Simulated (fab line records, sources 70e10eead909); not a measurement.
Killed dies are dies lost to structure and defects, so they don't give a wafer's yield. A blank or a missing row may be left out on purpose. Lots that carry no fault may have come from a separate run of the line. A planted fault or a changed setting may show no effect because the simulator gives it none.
fab line records | flow nand-harc
record: lots: 14 wafers: 42 last-day: 24
route steps=1159 shown P_BONDPAD@351
lots that met no fault: from a run of the same line without faults
start-h: start of the lot's first displayed wafer, in hours after the record's first day | wait-h: time in hours since the lot's previous step | " the same as in the row above | L1.1+2: one row covering several wafers at once | - no value present, or no start provided | * or withheld: withheld | < > ~ a bound
route shown NAME@n: a module of which the file shows steps, and the number in the route of the first | usual: the fault-free wafers' mean and standard deviation | same: alike in all rows | chamber/n: place in a boat | sites: each site's reading | _std_site: how widely they spread, as a standard deviation | _edge_site: outer sites' mean less inner sites' | radius-mm: how far each site lies from the wafer's centre | mask NAME#n: copy n | behind: the most recent tool/chamber to have shaped the wafer | hold: cause of the lot's hold/its duration in hours/its outcome | device: the transistor (n, p or np) that didn't switch | end of line: tests of these same wafers at the route's end | a step given without rows: its recipe and nothing more | killed: dies lost to structure and defects at the first sort, not the wafer's yield | map: per-die view of a wafer (x killed, . not killed, _ where there is no die)
set.NAME: the setting as run; set.NAME@STEP: as run at that earlier step | model.NAME: the simulator's own value behind a step, which no gauge read
one table for each step of the route and one row for each wafer, over a sample of lots
services: when a tool's chamber went out of use (start-h, in hours from the record's first day, below 0 if earlier), for how many hours, and the reason
== steps ==
step: NHARC_P_BONDPAD_DEP_00
recipe: target-thk-a: 2500 temp-c: 370 target-thk-nm: 250 pressure-torr: 3 flow-sccm: 200 rf-w: 450 material: SiCN
usual: heater-power-w: 573/71
columns lot.wafer tool chamber start-h wait-h heater-power-w
L769.4 pecvd-03 2 142.87 - 607
L769.5 " 0 " " 531
L769.6 " 1 " " 555
L770.3 pecvd-03 0 145.74 - 622
L770.1 " 2 " " 550
L770.4 " 2 " " 548
L771.1 pecvd-04 1 146.54 - 557
L771.2 " 2 " " 692
L771.6 " 1 " " 561
L775.2 pecvd-04 2 182.45 - 663
L775.6 " 2 " " 705
L775.4 " 1 " " 554
L779.1 pecvd-04 1 - - 535
L779.3 " 0 " " 470
L779.6 " 2 " " 621
L778.3 pecvd-04 0 193.99 - 424
L778.2 " 1 " " 554
L778.1 " 2 " " 641
L783.1 pecvd-03 2 225.35 - 561
L783.2 " 0 " " 585
L783.4 " 1 " " 530
L786.3 pecvd-03 0 232.46 - 552
L786.2 " 2 " " 628
L786.4 " 2 " " 639
L785.3 pecvd-03 2 - - 635
L785.6 " 0 " " 595
L785.4 " 1 " " 554
L787.1 pecvd-03 2 240.00 0.5 552
L787.3 " 0 " " 534
L787.6 " 0 " " 531
L788.3 pecvd-01 0 251.82 - 667
L788.1 " 1 " " 540
L788.4 " 1 " " 544
L789.1 pecvd-03 0 - - 553
L789.3 " 1 " " 468
L789.4 " 0 " " 561
L791.2 pecvd-01 1 - - 499
L791.4 " 0 " " 618
L791.5 " 1 " " 502
L790.2 pecvd-04 2 - - 727
L790.4 " 0 " " 511
L790.6 " 2 " " 716
step: NHARC_P_BONDPAD_DEGAS_25
recipe: temp-c: 300 time-s: 60
usual: heater-power-w: 458/34
same: time-s: 60
columns lot.wafer tool chamber start-h wait-h heater-power-w
L769.4 pvd-sputter-03 - 145.00 - 468
L769.5 " - " " 417
L769.6 " - " " 452
L770.1 pvd-sputter-03 - 148.16 - 478
L770.3 " - " " 467
L770.4 " - " " 458
L771.2 pvd-sputter-01 - 148.96 - 407
L771.1 " - " " 461
L771.6 " - " " 410
L775.2 pvd-sputter-02 - 184.75 - 514
L775.4 " - " " 406
L775.6 " - " " 400
L779.3 pvd-sputter-02 - 195.71 - 516
L779.1 " - " " 494
L779.6 " - " " 414
L778.1 pvd-sputter-01 - 196.36 - 477
L778.3 " - " " 434
L778.2 " - " " 450
L783.1 pvd-sputter-02 - 227.75 - 414
L783.4 " - " " 427
L783.2 " - " " 488
L786.3 pvd-sputter-03 - 234.89 - 466
L786.4 " - " " 471
L786.2 " - " " 414
L785.3 pvd-sputter-02 - 236.64 - 480
L785.4 " - " " 428
L785.6 " - " " 414
L787.3 pvd-sputter-02 - 242.27 - 482
L787.1 " - " " 488
L787.6 " - " " 486
L788.3 pvd-sputter-01 - 254.18 - 424
L788.4 " - " " 452
L788.1 " - " " 480
L789.4 pvd-sputter-02 - 255.44 - 500
L789.1 " - " " 430
L789.3 " - " " 482
L791.2 pvd-sputter-03 - 261.86 - 481
L791.4 " - " " 478
L791.5 " - " " 408
L790.4 pvd-sputter-02 - 263.61 - 416
L790.2 " - " " 493
L790.6 " - " " 487
step: NHARC_P_BONDPAD_PRE_CLEAN_26
recipe: time-s: 30 temp-c: 280 gas: H2/He
usual: heater-power-w: 403/29
same: time-s: 30
columns lot.wafer tool chamber start-h wait-h heater-power-w
L769.4 pvd-sputter-03 - - - 359
L769.6 " - " " 424
L769.5 " - " " 346
L770.4 pvd-sputter-03 - - - 412
L770.3 " - " " 402
L770.1 " - " " 415
L771.1 pvd-sputter-01 - - - 425
L771.2 " - " " 365
L771.6 " - " " 431
L775.2 pvd-sputter-02 - - - 351
L775.4 " - " " 429
L775.6 " - " " 361
L779.1 pvd-sputter-02 - - - 430
L779.3 " - " " 360
L779.6 " - " " 428
L778.2 pvd-sputter-01 - - - 437
L778.3 " - " " 374
L778.1 " - " " 414
L783.2 pvd-sputter-02 - - - 375
L783.4 " - " " 422
L783.1 " - " " 373
L786.4 pvd-sputter-03 - - - 417
L786.2 " - " " 406
L786.3 " - " " 422
L785.3 pvd-sputter-02 - - - 433
L785.4 " - " " 419
L785.6 " - " " 368
L787.1 pvd-sputter-02 - - - 376
L787.3 " - " " 425
L787.6 " - " " 375
L788.3 pvd-sputter-01 - - - 427
L788.1 " - " " 367
L788.4 " - " " 395
L789.3 pvd-sputter-02 - - - 372
L789.1 " - " " 422
L789.4 " - " " 377
L791.4 pvd-sputter-03 - - - 360
L791.2 " - " " 419
L791.5 " - " " 384
L790.2 pvd-sputter-02 - - - 428
L790.4 " - " " 372
L790.6 " - " " 421
step: NHARC_P_BONDPAD_ECD_18
recipe: target-thk-a: 4000 bath-temp-c: 25 material: Cu
usual: bath-heat-duty-pct: 6.7/0.77 bath-temp-c: 24.99/0.11
columns lot.wafer tool chamber start-h wait-h bath-heat-duty-pct bath-temp-c
L769.4 ecd-cu-02 0 145.45 - 7.4 25.04
L769.5 " 0 " " 6.5 24.90
L769.6 " 1 " " 5.7 24.95
L770.1 ecd-cu-01 1 148.52 - 7.8 24.97
L770.4 " 1 " " 8.0 24.77
L770.3 " 0 " " 6.3 24.88
L771.1 ecd-cu-02 0 149.32 - 7.2 25.03
L771.2 " 1 " " 5.7 24.87
L771.6 " 0 " " 8.0 24.91
L775.2 ecd-cu-01 1 185.24 - 7.1 24.68
L775.4 " 0 " " 7.1 24.92
L775.6 " 0 " " 6.4 25.14
L779.1 ecd-cu-01 1 196.07 - - -
L779.3 " 0 " " - -
L779.6 " 1 " " - -
L778.1 ecd-cu-02 0 196.72 - - -
L778.2 " 1 " " - -
L778.3 " 1 " " - -
L783.1 ecd-cu-01 0 228.14 - 6.3 24.99
L783.2 " 1 " " 7.9 24.98
L783.4 " 0 " " 6.4 25.02
L786.2 ecd-cu-01 0 235.30 - 6.8 24.97
L786.4 " 1 " " 8.0 25.08
L786.3 " 0 " " 5.9 25.16
L785.3 ecd-cu-02 0 237.10 - 6.2 24.99
L785.4 " 1 " " 5.2 25.11
L785.6 " 1 " " 6.0 25.07
L787.1 ecd-cu-01 0 242.69 - 6.2 25.06
L787.3 " 0 " " 6.3 25.09
L787.6 " 0 " " 5.6 24.77
L788.1 ecd-cu-01 1 254.53 - 7.4 24.91
L788.3 " 1 " " 7.8 25.03
L788.4 " 0 " " 6.7 25.07
L789.1 ecd-cu-01 1 255.80 - 7.7 25.05
L789.3 " 1 " " 6.8 25.21
L789.4 " 0 " " 6.0 24.93
L791.2 ecd-cu-01 1 262.27 - 7.2 25.14
L791.4 " 1 " " 7.1 25.19
L791.5 " 0 " " 6.9 24.96
L790.2 ecd-cu-02 0 264.02 - 6.1 25.09
L790.4 " 0 " " 6.4 24.93
L790.6 " 1 " " 5.1 25.02
step: NHARC_P_BONDPAD_THK_MEAS_20
recipe: thk-meas-gauge: xrf
usual: thk-nm: 161.3/1.3
columns lot.wafer tool chamber start-h wait-h thk-nm
L769.4 film-metro-01 - 146.42 - 161.8
L769.5 " - " " 162.4
L769.6 " - " " 161.2
L770.1 film-metro-02 - 149.57 - 162.3
L770.3 " - " " 162.0
L770.4 " - " " 163.9
L771.1 film-metro-01 - 150.41 - 159.7
L771.2 " - " " 160.9
L771.6 " - " " 162.2
L775.2 film-metro-02 - 186.29 - 161.9
L775.4 " - " " 162.2
L775.6 " - " " 161.0
L779.1 film-metro-02 - 197.12 - 29.9
L779.3 " - " " 30.7
L779.6 " - " " 29.3
L778.1 film-metro-01 - 197.78 - 30.0
L778.2 " - " " 30.5
L778.3 " - " " 30.3
L783.1 film-metro-01 - 229.18 - 162.5
L783.2 " - " " 162.3
L783.4 " - " " 161.3
L786.2 film-metro-01 - 236.31 - 161.5
L786.3 " - " " 162.0
L786.4 " - " " 163.9
L785.3 film-metro-01 - 238.05 - 161.2
L785.4 " - " " 160.6
L785.6 " - " " 162.0
L787.1 film-metro-02 - 243.67 - 162.2
L787.3 " - " " 161.2
L787.6 " - " " 162.2
L788.1 film-metro-01 - 255.58 - 158.9
L788.3 " - " " 159.3
L788.4 " - " " 161.1
L789.1 film-metro-02 - 256.84 - 162.3
L789.3 " - " " 160.4
L789.4 " - " " 162.4
L791.2 film-metro-01 - 263.27 - 161.4
L791.4 " - " " 162.1
L791.5 " - " " 160.3
L790.2 film-metro-01 - 265.01 - 159.9
L790.4 " - " " 161.1
L790.6 " - " " 162.1
== services ==
columns tool chamber start-h hours kind
pecvd-03 0 124.00 - clean
pecvd-03 1 124.00 - clean
pecvd-03 2 124.00 - clean
pecvd-03 - 128.14 0.6 repair
pvd-sputter-01 - 158.00 10.0 pm
ecd-cu-02 - 180.11 8.0 pm
pecvd-01 - 185.65 0.9 repair
pecvd-01 - 186.91 2.0 repair
pecvd-03 - 188.72 0.6 repair
pecvd-04 - 195.00 13.0 pm
pecvd-04 0 195.00 13.0 vent-cycle
pecvd-04 1 195.00 13.0 vent-cycle
pecvd-04 2 195.00 13.0 vent-cycle
pecvd-04 0 208.00 - clean
pecvd-04 1 208.00 - clean
pecvd-04 2 208.00 - clean
pvd-sputter-02 - 214.00 10.0 pm
ecd-cu-01 - 221.30 2.4 repair
pvd-sputter-03 - 221.53 4.7 repair
pecvd-01 - 237.21 13.0 pm
pvd-sputter-03 - 237.53 4.9 repair
pecvd-04 2 237.95 12.5 repair
ecd-cu-02 - 253.00 5.5 repair
pecvd-01 2 263.70 19.5 repair
== key ==
first-sign: step: NHARC_P_BONDPAD_ECD_18 reading: tool-record direction: missing
effect: step: NHARC_P_BONDPAD_THK_MEAS_20 reading: thk-nm direction: down sigmas: 99+ usual: 161.3 struck: 30.1
met-at NHARC_P_BONDPAD_ECD_18
struck-lots L778,L779
later-rows-left-out L778.1,L778.2,L778.3,L779.1,L779.3,L779.6
sort-left-out L778.1,L778.2,L778.3,L779.1,L779.3,L779.6
not-acting-at NHARC_P_BONDPAD_DEP_00,NHARC_P_BONDPAD_DEGAS_25,NHARC_P_BONDPAD_PRE_CLEAN_26
onset-between 185.24 196.07
fault: kind: skipped-step-whole tool: ecd-cu-01,ecd-cu-02 chamber: - onset-h: 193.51 steps: NHARC_P_BONDPAD_ECD_18 scope: struck-lots-only
sort-left-out: the simulated sort isn't trusted on such a fault, so these wafers' sort isn't shown, and their yield isn't known
later-rows-left-out: the simulator's readings of these wafers behind a module that went badly wrong aren't trusted and aren't shown, but for the sort
